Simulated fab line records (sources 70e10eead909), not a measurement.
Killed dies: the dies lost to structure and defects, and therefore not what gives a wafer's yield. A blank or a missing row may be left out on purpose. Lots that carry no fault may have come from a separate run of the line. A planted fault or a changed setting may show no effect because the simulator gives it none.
Which of the tools did it?	flow nand harc	Sampling: 23 lots, 69 wafers, 6 of 1302 route steps

## WHAT EACH GAUGE READ, for each wafer
No reading from a measuring or inspecting step in the record can be judged against a usual standard deviation.

## TOOL THAT RAN EACH LOT (tool first, then ch and the chambers of the sampled wafers, then the start)
lot	NHARC_A_STAIRCASE_TRIM_187	NHARC_A_STAIRCASE_TRIM_196	NHARC_A_STAIRCASE_ETCH_197	NHARC_A_STAIRCASE_ETCH_199	NHARC_A_STAIRCASE_TRIM_220	NHARC_A_STAIRCASE_TRIM_235
L074	rie diel-03 ch 0,1,2, day 15 16:52	rie diel-03 ch 0,2, day 15 17:59	rie diel-03 ch 1,3, day 15 20:43 or earlier	rie diel-03 ch 0,2,3, day 15 20:43 or earlier	rie diel-05 ch 1,2,3, day 15 20:43	rie diel-05 ch 2,3, no start
L075	rie diel-03 ch 0,2, day 16 00:20	rie diel-03 ch 2,3, day 16 01:20	rie diel-03 ch 0,3, day 16 04:01 or earlier	rie diel-03 ch 1,3, day 16 04:01 or earlier	rie diel-02 ch 0,1,3, day 16 04:01	rie diel-02 ch 0,2,3, no start
L078	rie diel-03 ch 0,2,3, day 17 01:09	rie diel-02 ch 0,1,3, day 17 05:00	rie diel-02 ch 0,2, day 17 07:41 or earlier	rie diel-02 ch 2,3, day 17 07:41 or earlier	rie diel-02 ch 1,2,3, day 17 07:41	rie diel-02 ch 1,2, no start
L076	rie diel-03 ch 0,3, day 17 05:58	rie diel-03 ch 2,3, day 17 07:11	rie diel-03 ch 0,2,3, day 17 09:57 or earlier	rie diel-03 ch 0,2, day 17 09:57 or earlier	rie diel-03 ch 0,3, day 17 09:57	rie diel-05 ch 1,2,3, no start
L079	rie diel-03 ch 0,2,3, day 17 11:31	rie diel-03 ch 0,2,3, day 17 13:41	rie diel-03 ch 0,2,3, day 17 16:42 or earlier	rie diel-03 ch 0,2,3, day 17 16:42 or earlier	rie diel-03 ch 0,2,3, day 17 16:42	rie diel-03 ch 0,2,3, no start
L080	rie diel-03 ch 0,2,3, day 18 07:10	rie diel-05 ch 0,3, day 18 08:32	rie diel-05 ch 1,2,3, day 18 11:27 or earlier	rie diel-05 ch 0,2, day 18 11:27 or earlier	rie diel-05 ch 1,2, day 18 11:27	rie diel-03 ch 0,1, no start
L082	rie diel-03 ch 1,2,3, day 18 21:46	rie diel-03 ch 0,2,3, day 18 22:50	rie diel-03 ch 1,2,3, day 19 01:33 or earlier	rie diel-03 ch 0,1,3, day 19 01:33 or earlier	rie diel-03 ch 1,2,3, day 19 01:33	rie diel-02 ch 0,2,3, no start
L081	rie diel-02 ch 0,2,3, day 18 22:25	rie diel-02 ch 2,3, day 18 23:26	rie diel-02 ch 1,2, day 19 02:14 or earlier	rie diel-02 ch 0,2,3, day 19 02:14 or earlier	rie diel-05 ch 0,1,3, day 19 02:14	rie diel-02 ch 0,2, no start
L085	rie diel-02 ch 1,2, day 20 08:54	rie diel-02 ch 1,2,3, day 20 11:20	rie diel-02 ch 1,3, day 20 14:10 or earlier	rie diel-02 ch 0,2,3, day 20 14:10 or earlier	rie diel-05 ch 2,3, day 20 14:10	rie diel-02 ch 0,1,2, no start
L083	rie diel-02 ch 0,1,3, day 20 09:04	rie diel-05 ch 0,1,3, day 20 11:23	rie diel-05 ch 0,1,2, day 20 14:27 or earlier	rie diel-05 ch 0,1,2, day 20 14:27 or earlier	rie diel-03 ch 1,2,3, day 20 14:27	rie diel-02 ch 0,1,2, no start
L084	rie diel-02 ch 1,2, day 20 14:14	rie diel-05 ch 0,1, day 20 15:16	rie diel-05 ch 0,1,2, day 20 18:04 or earlier	rie diel-05 ch 1,3, day 20 18:04 or earlier	rie diel-05 ch 1,3, day 20 18:04	rie diel-03 ch 0,1,2, no start
L086	rie diel-05 ch 0,1, day 20 15:03	rie diel-03 ch 0,3, day 20 16:17	rie diel-03 ch 2,3, day 20 18:49 or earlier	rie diel-03 ch 0,1, day 20 18:49 or earlier	rie diel-02 ch 2,3, day 20 18:49	rie diel-05 ch 0,1,3, no start
L087	rie diel-02 ch 0,2,3, day 21 08:34	rie diel-03 ch 2,3, day 21 10:20	rie diel-03 ch 2,3, day 21 13:35 or earlier	rie diel-03 ch 1,3, day 21 13:35 or earlier	rie diel-03 ch 0,2, day 21 13:35	rie diel-03 ch 0,1,2, no start
L088	rie diel-05 ch 0,1,2, day 21 14:48	rie diel-05 ch 0,2,3, day 21 15:50	rie diel-05 ch 0,1,2, day 21 18:28 or earlier	rie diel-05 ch 1,2,3, day 21 18:28 or earlier	rie diel-02 ch 0,2,3, day 21 18:28	rie diel-05 ch 0,1,2, no start
L089	rie diel-02 ch 0,1,3, day 21 20:04	rie diel-05 ch 2,3, day 21 21:06	rie diel-05 ch 0,1,3, day 21 23:44 or earlier	rie diel-05 ch 1,2,3, day 21 23:44 or earlier	rie diel-05 ch 1,2,3, day 21 23:44	rie diel-05 ch 0,3, no start
L090	rie diel-05 ch 0,1,2, day 22 15:33	rie diel-05 ch 0,1, day 22 16:32	rie diel-05 ch 0,1,2, day 22 19:31 or earlier	rie diel-05 ch 1,2, day 22 19:31 or earlier	rie diel-03 ch 0,2,3, day 22 19:31	rie diel-03 ch 0,2,3, no start
L092	rie diel-05 ch 1,3, day 23 00:07	rie diel-03 ch 0,3, day 23 01:16	rie diel-03 ch 0,3, day 23 03:56 or earlier	rie diel-03 ch 0,2, day 23 03:56 or earlier	rie diel-05 ch 0,3, day 23 03:56	rie diel-05 ch 1,2,3, no start
L091	rie diel-05 ch 0,2, day 23 00:18	rie diel-05 ch 0,2,3, day 23 01:28	rie diel-05 ch 0,3, day 23 04:07 or earlier	rie diel-05 ch 0,2, day 23 04:07 or earlier	rie diel-02 ch 1,2,3, day 23 04:07	rie diel-03 ch 1,2,3, no start
L093	rie diel-02 ch 1,2,3, day 24 02:48	rie diel-03 ch 0,1,3, day 24 03:50	rie diel-03 ch 1,2,3, day 24 06:29 or earlier	rie diel-03 ch 0,2,3, day 24 06:29 or earlier	rie diel-03 ch 1,3, day 24 06:29	rie diel-03 ch 0,1, no start
L095	rie diel-02 ch 0,1,2, day 24 12:23	rie diel-05 ch 0,1,3, day 24 13:52	rie diel-05 ch 0,1,3, day 24 16:47 or earlier	rie diel-05 ch 0,1,3, day 24 16:47 or earlier	rie diel-02 ch 0,1, day 24 16:47	rie diel-03 ch 0,2,3, no start
L094	rie diel-02 ch 0,1,2, day 24 12:41	rie diel-05 ch 0,1,3, day 24 14:05	rie diel-05 ch 0,1, day 24 17:08 or earlier	rie diel-05 ch 0,1,3, day 24 17:08 or earlier	rie diel-03 ch 0,2,3, day 24 17:08	rie diel-03 ch 0,1,2, no start
L096	rie diel-05 ch 1,2, day 25 01:28	rie diel-03 ch 1,2, day 25 04:17	rie diel-03 ch 1,2, day 25 07:04 or earlier	rie diel-03 ch 0,2,3, day 25 07:04 or earlier	rie diel-03 ch 0,1,3, day 25 07:04	rie diel-03 ch 1,3, no start
L097	rie diel-05 ch 1,2, day 25 17:22	rie diel-05 ch 2,3, day 25 18:25	rie diel-05 ch 0,3, day 25 21:09 or earlier	rie diel-05 ch 1,2,3, day 25 21:09 or earlier	rie diel-03 ch 0,1, day 25 21:09	rie diel-03 ch 0,2, no start
- NHARC_A_STAIRCASE_TRIM_187: chemistry O2, time 211.2 s.
- NHARC_A_STAIRCASE_TRIM_196: chemistry O2, time 211.2 s.
- NHARC_A_STAIRCASE_ETCH_197: etches the open film in C4F8/O2, target depth 100 nm, time 40.5 s.
- NHARC_A_STAIRCASE_ETCH_199: etches the open film in C4F8/O2, target depth 100 nm, time 40.5 s.
- NHARC_A_STAIRCASE_TRIM_220: chemistry O2, time 211.2 s.
- NHARC_A_STAIRCASE_TRIM_235: chemistry O2, time 211.2 s.

## WHAT THE TOOLS THEMSELVES READ (means of the sampled wafers that have a number; where no wafer has one, the mark that the record gives instead)
NHARC_A_STAIRCASE_TRIM_187.
lot	tool	drypump motor current A (A)	oes product au (a.u.)	rf vpp V (V)	showerhead plenum p Torr (Torr)	throttle valve pct (%)
L074	rie diel-03	6.0	0.992	57.8	3.51	17.041
L075	rie diel-03	6.3	0.984	59.0	3.40	17.035
L078	rie diel-03	6.2	0.985	58.6	3.47	17.045
L076	rie diel-03	5.9	0.989	58.0	3.56	17.034
L079	rie diel-03	6.2	0.989	56.6	3.47	17.042
L080	rie diel-03	6.2	0.995	57.2	3.47	17.032
L082	rie diel-03	6.2	0.991	57.6	3.48	17.034
L081	rie diel-02	5.9	1.002	57.1	3.47	17.042
L085	rie diel-02	6.0	0.995	56.6	3.35	17.032
L083	rie diel-02	5.9	0.999	57.9	3.49	17.049
L084	rie diel-02	6.0	1.002	57.5	3.34	17.045
L086	rie diel-05	6.6	0.990	57.7	3.40	17.032
L087	rie diel-02	6.0	1.013	57.4	3.46	17.041
L088	rie diel-05	6.2	1.000	57.9	3.45	17.037
L089	rie diel-02	5.9	0.998	57.1	3.49	17.040
L090	rie diel-05	6.2	0.992	57.3	3.45	17.037
L092	rie diel-05	5.5	1.001	57.9	3.57	17.040
L091	rie diel-05	6.4	0.987	56.9	3.32	17.028
L093	rie diel-02	6.0	1.003	57.2	3.39	17.040
L095	rie diel-02	5.9	1.008	57.5	3.42	17.035
L094	rie diel-02	5.9	1.007	57.9	3.42	17.025
L096	rie diel-05	6.1	0.991	57.2	3.56	17.033
L097	rie diel-05	5.9	0.999	57.0	3.48	17.032

NHARC_A_STAIRCASE_TRIM_196.
lot	tool	drypump motor current A (A)	oes product au (a.u.)	rf vpp V (V)	showerhead plenum p Torr (Torr)	throttle valve pct (%)
L074	rie diel-03	6.3	1.000	58.3	3.40	17.034
L075	rie diel-03	6.4	0.985	58.0	3.46	17.041
L078	rie diel-02	5.9	0.999	57.0	3.51	17.036
L076	rie diel-03	6.4	0.985	57.0	3.46	17.044
L079	rie diel-03	6.2	0.986	57.0	3.47	17.032
L080	rie diel-05	6.2	1.011	57.0	3.38	17.048
L082	rie diel-03	6.2	0.996	57.1	3.46	17.045
L081	rie diel-02	6.1	1.005	57.8	3.44	17.036
L085	rie diel-02	6.1	1.004	58.2	3.40	17.043
L083	rie diel-05	6.0	1.000	57.8	3.49	17.039
L084	rie diel-05	6.5	0.987	58.3	3.40	17.031
L086	rie diel-03	5.9	0.992	57.6	3.55	17.040
L087	rie diel-03	6.4	0.998	58.2	3.44	17.035
L088	rie diel-05	5.9	0.993	59.1	3.41	17.039
L089	rie diel-05	5.4	1.002	57.8	3.50	17.046
L090	rie diel-05	6.5	0.980	57.9	3.40	17.042
L092	rie diel-03	5.9	0.987	57.0	3.54	17.035
L091	rie diel-05	5.9	0.997	57.2	3.41	17.042
L093	rie diel-03	5.9	0.989	57.7	3.56	17.038
L095	rie diel-05	6.0	0.991	58.0	3.48	17.038
L094	rie diel-05	6.0	0.990	58.4	3.48	17.042
L096	rie diel-03	5.9	1.002	57.9	3.50	17.032
L097	rie diel-05	5.6	0.987	57.9	3.44	17.039

NHARC_A_STAIRCASE_ETCH_197.
lot	tool	oes product au (a.u.)	rf vpp V (V)
L074	rie diel-03	0.932	898
L075	rie diel-03	0.932	898
L078	rie diel-02	0.953	895
L076	rie diel-03	0.928	894
L079	rie diel-03	0.936	893
L080	rie diel-05	0.964	897
L082	rie diel-03	0.938	895
L081	rie diel-02	0.954	890
L085	rie diel-02	0.941	894
L083	rie diel-05	0.915	893
L084	rie diel-05	0.943	893
L086	rie diel-03	0.970	891
L087	rie diel-03	0.953	893
L088	rie diel-05	0.944	894
L089	rie diel-05	0.958	895
L090	rie diel-05	0.938	894
L092	rie diel-03	0.949	896
L091	rie diel-05	0.941	889
L093	rie diel-03	0.975	894
L095	rie diel-05	0.909	894
L094	rie diel-05	0.916	891
L096	rie diel-03	0.948	895
L097	rie diel-05	0.943	902

NHARC_A_STAIRCASE_ETCH_199.
lot	tool	oes product au (a.u.)	rf vpp V (V)
L074	rie diel-03	0.934	893
L075	rie diel-03	0.937	899
L078	rie diel-02	0.954	893
L076	rie diel-03	0.930	892
L079	rie diel-03	0.932	894
L080	rie diel-05	0.963	891
L082	rie diel-03	0.945	898
L081	rie diel-02	0.938	894
L085	rie diel-02	0.939	893
L083	rie diel-05	0.936	894
L084	rie diel-05	0.944	899
L086	rie diel-03	0.948	898
L087	rie diel-03	0.940	899
L088	rie diel-05	0.938	897
L089	rie diel-05	0.957	895
L090	rie diel-05	0.934	897
L092	rie diel-03	0.949	894
L091	rie diel-05	0.951	888
L093	rie diel-03	0.956	893
L095	rie diel-05	0.932	893
L094	rie diel-05	0.934	894
L096	rie diel-03	0.946	893
L097	rie diel-05	0.935	897

NHARC_A_STAIRCASE_TRIM_220.
lot	tool	drypump motor current A (A)	oes product au (a.u.)	rf vpp V (V)	showerhead plenum p Torr (Torr)	throttle valve pct (%)
L074	rie diel-05	5.7	1.000	57.9	3.56	17.036
L075	rie diel-02	5.9	1.000	58.4	3.51	17.041
L078	rie diel-02	6.0	1.003	57.4	3.42	17.024
L076	rie diel-03	5.9	0.997	57.2	3.56	17.039
L079	rie diel-03	6.2	0.982	57.4	3.47	17.036
L080	rie diel-05	6.1	0.989	58.4	3.59	17.037
L082	rie diel-03	6.2	0.991	57.6	3.48	17.041
L081	rie diel-05	6.0	0.995	58.4	3.50	17.044
L085	rie diel-05	5.4	0.998	58.9	3.50	17.036
L083	rie diel-03	6.2	0.997	57.4	3.48	17.049
L084	rie diel-05	5.9	0.992	58.0	3.61	17.031
L086	rie diel-02	6.1	1.007	57.9	3.43	17.038
L087	rie diel-03	6.3	0.997	57.3	3.38	17.041
L088	rie diel-02	5.9	1.013	57.9	3.46	17.034
L089	rie diel-05	5.8	0.999	58.4	3.54	17.029
L090	rie diel-03	6.2	0.990	58.6	3.45	17.027
L092	rie diel-05	6.2	0.989	57.3	3.36	17.034
L091	rie diel-02	6.0	1.002	57.2	3.39	17.030
L093	rie diel-03	5.8	0.998	57.7	3.58	17.039
L095	rie diel-02	5.9	0.997	57.4	3.44	17.032
L094	rie diel-03	6.2	0.995	57.9	3.44	17.043
L096	rie diel-03	5.9	0.986	59.1	3.55	17.042
L097	rie diel-03	5.7	0.992	58.4	3.56	17.043

NHARC_A_STAIRCASE_TRIM_235.
lot	tool	drypump motor current A (A)	oes product au (a.u.)	rf vpp V (V)	showerhead plenum p Torr (Torr)	throttle valve pct (%)
L074	rie diel-05	5.6	0.997	58.3	3.48	17.037
L075	rie diel-02	5.9	0.998	58.4	3.49	17.030
L078	rie diel-02	6.0	0.999	57.3	3.38	17.037
L076	rie diel-05	5.8	0.997	58.7	3.55	17.035
L079	rie diel-03	6.2	0.995	57.7	3.47	17.042
L080	rie diel-03	5.7	0.981	57.9	3.59	17.039
L082	rie diel-02	5.9	0.999	57.2	3.47	17.042
L081	rie diel-02	5.7	1.011	57.4	3.50	17.038
L085	rie diel-02	5.8	0.999	57.9	3.43	17.030
L083	rie diel-02	5.9	1.004	57.5	3.43	17.039
L084	rie diel-03	6.0	0.995	57.7	3.50	17.035
L086	rie diel-05	6.0	0.990	57.6	3.49	17.045
L087	rie diel-03	6.0	0.988	57.4	3.49	17.040
L088	rie diel-05	6.2	0.994	57.8	3.45	17.040
L089	rie diel-05	6.2	0.995	58.4	3.37	17.042
L090	rie diel-03	6.2	0.993	57.3	3.45	17.035
L092	rie diel-05	5.7	0.992	57.8	3.53	17.042
L091	rie diel-03	6.2	0.989	57.6	3.47	17.039
L093	rie diel-03	5.7	0.989	57.9	3.57	17.032
L095	rie diel-03	6.2	0.998	57.7	3.44	17.033
L094	rie diel-03	6.0	0.990	57.7	3.48	17.035
L096	rie diel-03	5.9	0.993	57.9	3.57	17.040
L097	rie diel-03	6.0	0.995	57.3	3.45	17.035

## THE ANSWER, worked out from the rows above alone
Rule: usual is defined by the lots themselves. The widest of any qualifying gaps counts: lots, ordered by their means at a reading, are off when they make up no more than a third of the lots, leave a main group of 4 or more, and stand apart from it by 3 or more times the standard deviation of that group's means. Not used: any main group whose means are identical at the precision the tables above print for the reading. Also off: a lot with no number at a reading for which 4 or more lots have one. The other lots that the step has rows for count as sound. Order of review: gauges by route order, followed by the tools' own readings, for which a lot's mean as printed above is used. The first step at which some lot is off is used, and at that step the reading that is off furthest; a lot without a number counts as furthest.
No lot is off at any reading shown: from this, nothing can be told.

## WHAT THE SIMULATOR HAD PUT IN
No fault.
